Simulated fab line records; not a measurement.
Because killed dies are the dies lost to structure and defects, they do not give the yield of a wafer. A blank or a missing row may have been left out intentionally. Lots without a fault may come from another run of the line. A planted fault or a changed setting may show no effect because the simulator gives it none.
Which tool is to blame? | flow nandHarc | Sampling: 11 lots, 33 wafers, 5 of 1302 route steps

== WHAT EACH GAUGE READ, for each wafer ==
NHARC_END_SORT_01. Usual: killedAtArray 56, standard deviation 21; killedAtOther 1.2, standard deviation 1.6; killedAtPeriphery 3.7, standard deviation 2.5; killedDies 61, standard deviation 21; killedOpen 3.1, standard deviation 1.8; killedShort 2.8, standard deviation 1.7.
lot  | measured     | on        | killedAtArray | killedAtOther | killedAtPeriphery | killedDies | killedOpen | killedShort | flag
L185 | day 33 12:59 | prober-02 | 672 41 42     | 0 3 1         | 5 4 3             | 677 48 46  | 2 5 1      | 0 1 1       | OFF

== EACH LOT AND THE TOOL THAT RAN IT (in order: tool; ch and the chambers of the sampled wafers; start) ==
lot  | NHARC_A_STAIRCASE_STRIP_171         | NHARC_A_STAIRCASE_TRIM_14         | NHARC_A_STAIRCASE_ETCH_15                  | NHARC_A_STAIRCASE_TRIM_24
L165 | plasmaAsher-02 ch 1, day 15 22:51   | rieDiel-05 ch 0,1,2, day 16 00:34 | rieDiel-05 ch 0,1,3, no start              | rieDiel-05 ch 0,1,3, no start
L164 | plasmaAsher-01 ch 0,1, day 15 23:03 | rieDiel-13 ch 0,1,3, day 16 00:51 | rieDiel-13 ch 0,2,3, no start              | rieDiel-13 ch 0,2,3, no start
L168 | plasmaAsher-02 ch 0,1, day 17 19:46 | rieDiel-07 ch 0,2, day 17 21:47   | rieDiel-07 ch 2,3, no start                | rieDiel-07 ch 0,2,3, no start
L170 | plasmaAsher-01 ch 0,1, day 18 21:01 | rieDiel-07 ch 0,1, day 18 22:49   | rieDiel-07 ch 1,2,3, no start              | rieDiel-05 ch 1,3, no start
L172 | plasmaAsher-01 ch 0,1, day 19 08:05 | rieDiel-05 ch 0,1,2, day 19 09:53 | rieDiel-05 ch 0,1,2, no start              | rieDiel-07 ch 1,3, no start
L171 | plasmaAsher-02 ch 0,1, day 19 08:09 | rieDiel-13 ch 0,1,3, day 19 09:53 | rieDiel-13 ch 2,3, no start                | rieDiel-13 ch 0,1, no start
L173 | plasmaAsher-01 ch 0,1, day 20 01:43 | rieDiel-05 ch 0,2, day 20 03:20   | rieDiel-05 ch 0,2,3, no start              | rieDiel-13 ch 0,1,3, no start
L174 | plasmaAsher-02 ch 0,1, day 20 01:52 | rieDiel-13 ch 0,3, day 20 03:36   | rieDiel-13 ch 2,3, no start                | rieDiel-13 ch 0,3, no start
L175 | plasmaAsher-01 ch 0,1, day 20 15:09 | rieDiel-05 ch 1,3, day 20 16:58   | rieDiel-05 ch 1,3, no start                | rieDiel-13 ch 0,1, no start
L185 | plasmaAsher-01 ch 0,1, day 24 16:09 | rieDiel-05 ch 0,1,3, day 24 18:00 | rieDiel-05 ch 2,3, day 33 12:59 or earlier | rieDiel-05 ch 0,2,3, day 33 12:59 or earlier
L186 | plasmaAsher-01 ch 0, day 25 13:56   | rieDiel-13 ch 2,3, day 25 15:37   | rieDiel-13 ch 0,3, no start                | rieDiel-07 ch 0,1,3, no start
- NHARC_A_STAIRCASE_STRIP_171: strips in O2.
- NHARC_A_STAIRCASE_TRIM_14: chemistry O2, time 211.2 s.
- NHARC_A_STAIRCASE_ETCH_15: etches the open film in C4F8/O2, target depth 100 nm, time 40.5 s.
- NHARC_A_STAIRCASE_TRIM_24: chemistry O2, time 211.2 s.

== AS READ BY THE TOOLS THEMSELVES (means over the sampled wafers that have a number; for cases with no such wafer, the mark the record gives instead) ==
NHARC_A_STAIRCASE_STRIP_171. Usual: drypumpMotorCurrentA 6.06 A, standard deviation 0.22; heaterPowerW 348 W, standard deviation 30; tempC 249.98 C, standard deviation 0.2.
lot  | tool           | drypumpMotorCurrentA (A) | heaterPowerW (W) | tempC (C) | flag
L165 | plasmaAsher-02 | 6.38                     | 310              | 249.95    | 
L164 | plasmaAsher-01 | 5.86                     | 378              | 250.01    | 
L168 | plasmaAsher-02 | 6.17                     | 323              | 249.76    | 
L170 | plasmaAsher-01 | 5.86                     | 381              | 250.11    | 
L172 | plasmaAsher-01 | 5.85                     | 363              | 249.61    | 
L171 | plasmaAsher-02 | 6.25                     | 325              | 249.84    | 
L173 | plasmaAsher-01 | 5.85                     | 362              | 249.84    | 
L174 | plasmaAsher-02 | 6.28                     | 325              | 249.90    | 
L175 | plasmaAsher-01 | 5.86                     | 361              | 250.05    | 
L185 | plasmaAsher-01 | 5.87                     | 374              | 250.10    | 
L186 | plasmaAsher-01 | 5.84                     | 359              | 250.03    | 

NHARC_A_STAIRCASE_TRIM_14. Usual: drypumpMotorCurrentA 6.0 A, standard deviation 0.39; oesProductAu 1.002 a.u., standard deviation 0.0075; rfVppV 57.7 V, standard deviation 0.98; runLengthS 232.7 s, standard deviation 0.37; showerheadPlenumPTorr 3.56 Torr, standard deviation 0.17; throttleValvePct 17.036 %, standard deviation 0.0092.
lot  | tool       | drypumpMotorCurrentA (A) | oesProductAu (a.u.) | rfVppV (V) | runLengthS (s) | showerheadPlenumPTorr (Torr) | throttleValvePct (%) | flag
L165 | rieDiel-05 | 5.7                      | 1.001               | 57.9       | 233.3          | 3.68                         | 17.036               | 
L164 | rieDiel-13 | 6.3                      | 1.009               | 58.1       | 232.7          | 3.46                         | 17.041               | 
L168 | rieDiel-07 | 6.0                      | 0.997               | 57.1       | 232.8          | 3.34                         | 17.041               | 
L170 | rieDiel-07 | 6.0                      | 1.004               | 56.8       | 232.5          | 3.29                         | 17.040               | 
L172 | rieDiel-05 | 5.7                      | 1.003               | 58.2       | 232.8          | 3.67                         | 17.037               | 
L171 | rieDiel-13 | 6.3                      | 1.003               | 57.6       | 232.8          | 3.45                         | 17.030               | 
L173 | rieDiel-05 | 5.9                      | 0.999               | 58.1       | 233.1          | 3.65                         | 17.038               | 
L174 | rieDiel-13 | 6.2                      | 1.010               | 57.2       | 232.6          | 3.35                         | 17.043               | 
L175 | rieDiel-05 | 5.5                      | 1.002               | 57.5       | 232.5          | 3.54                         | 17.039               | 
L185 | rieDiel-05 | 5.7                      | 1.008               | 58.0       | 202.4          | 3.59                         | 17.040               | OFF
L186 | rieDiel-13 | 6.2                      | 1.004               | 58.2       | 232.7          | 3.62                         | 17.033               | 

NHARC_A_STAIRCASE_ETCH_15. Usual: oesProductAu 0.943 a.u., standard deviation 0.01; rfVppV 897 V, standard deviation 6.2.
lot  | tool       | oesProductAu (a.u.) | rfVppV (V) | flag
L165 | rieDiel-05 | 0.943               | 899        | 
L164 | rieDiel-13 | 0.954               | 895        | 
L168 | rieDiel-07 | 0.929               | 900        | 
L170 | rieDiel-07 | 0.949               | 896        | 
L172 | rieDiel-05 | 0.942               | 901        | 
L171 | rieDiel-13 | 0.942               | 899        | 
L173 | rieDiel-05 | 0.953               | 898        | 
L174 | rieDiel-13 | 0.949               | 895        | 
L175 | rieDiel-05 | 0.935               | 900        | 
L185 | rieDiel-05 | 0.950               | 897        | 
L186 | rieDiel-13 | 0.944               | 889        | 

NHARC_A_STAIRCASE_TRIM_24. Usual: drypumpMotorCurrentA 6.0 A, standard deviation 0.38; oesProductAu 1.002 a.u., standard deviation 0.0083; rfVppV 57.8 V, standard deviation 0.91; runLengthS 232.7 s, standard deviation 0.38; showerheadPlenumPTorr 3.56 Torr, standard deviation 0.17; throttleValvePct 17.037 %, standard deviation 0.0099.
lot  | tool       | drypumpMotorCurrentA (A) | oesProductAu (a.u.) | rfVppV (V) | runLengthS (s) | showerheadPlenumPTorr (Torr) | throttleValvePct (%) | flag
L165 | rieDiel-05 | 5.7                      | 1.004               | 58.5       | 232.8          | 3.62                         | 17.037               | 
L164 | rieDiel-13 | 6.3                      | 1.003               | 58.0       | 232.6          | 3.51                         | 17.038               | 
L168 | rieDiel-07 | 6.1                      | 1.001               | 57.9       | 232.5          | 3.49                         | 17.032               | 
L170 | rieDiel-05 | 5.5                      | 1.008               | 57.9       | 232.5          | 3.63                         | 17.032               | 
L172 | rieDiel-07 | 6.0                      | 0.987               | 58.1       | 232.6          | 3.59                         | 17.037               | 
L171 | rieDiel-13 | 6.5                      | 0.994               | 57.5       | 232.9          | 3.46                         | 17.051               | 
L173 | rieDiel-13 | 6.3                      | 1.006               | 57.7       | 233.0          | 3.45                         | 17.036               | 
L174 | rieDiel-13 | 6.4                      | 0.996               | 57.6       | 232.7          | 3.35                         | 17.042               | 
L175 | rieDiel-13 | 6.5                      | 0.993               | 57.2       | 233.0          | 3.45                         | 17.026               | 
L185 | rieDiel-05 | 5.7                      | 1.012               | 58.2       | 232.7          | 3.56                         | 17.037               | 
L186 | rieDiel-07 | 6.0                      | 0.999               | 57.9       | 232.6          | 3.59                         | 17.035               | 

== THE ANSWER, worked out from the rows above alone ==
Rule: lot off if the mean of its wafers having a number is beyond 3 standard deviations from the usual mean. A lot without any number at a reading at which 4 lots or more have one is off too. All remaining lots with rows at the step are treated as sound. After the gauges, taken in route order, come the tools' own readings; for these a lot's mean is taken, as printed above. At the first step where some lot is off, the reading lying furthest off is the one used; lots without a number count as furthest.
Off: L185, at NHARC_END_SORT_01 (killedDies). Neither off nor sound, because the step has no rows for them: L165, L164, L168, L170, L172, L171, L173, L174, L175, L186.
If a tool, at a process step before that reading, ran all the lots that are off and no sound lot after the first of them, it fits. Not tried: the gauges at NHARC_END_SORT_01; whatever is off there is also off at NHARC_A_STAIRCASE_TRIM_14, on other tools, and gauge error can't account for it. NHARC_A_STAIRCASE_ETCH_15 gives no start for some lots, so the hours and the order of its lots are those of NHARC_END_SORT_01. NHARC_A_STAIRCASE_TRIM_24 gives no start for some lots, so the hours and the order of its lots are those of NHARC_END_SORT_01. 2 tools fit, plasmaAsher-01 at NHARC_A_STAIRCASE_STRIP_171 and rieDiel-05 at NHARC_A_STAIRCASE_TRIM_14 and NHARC_A_STAIRCASE_ETCH_15 and NHARC_A_STAIRCASE_TRIM_24, so this cannot tell which one it is.

== WHAT WAS PUT IN BY THE SIMULATOR ==
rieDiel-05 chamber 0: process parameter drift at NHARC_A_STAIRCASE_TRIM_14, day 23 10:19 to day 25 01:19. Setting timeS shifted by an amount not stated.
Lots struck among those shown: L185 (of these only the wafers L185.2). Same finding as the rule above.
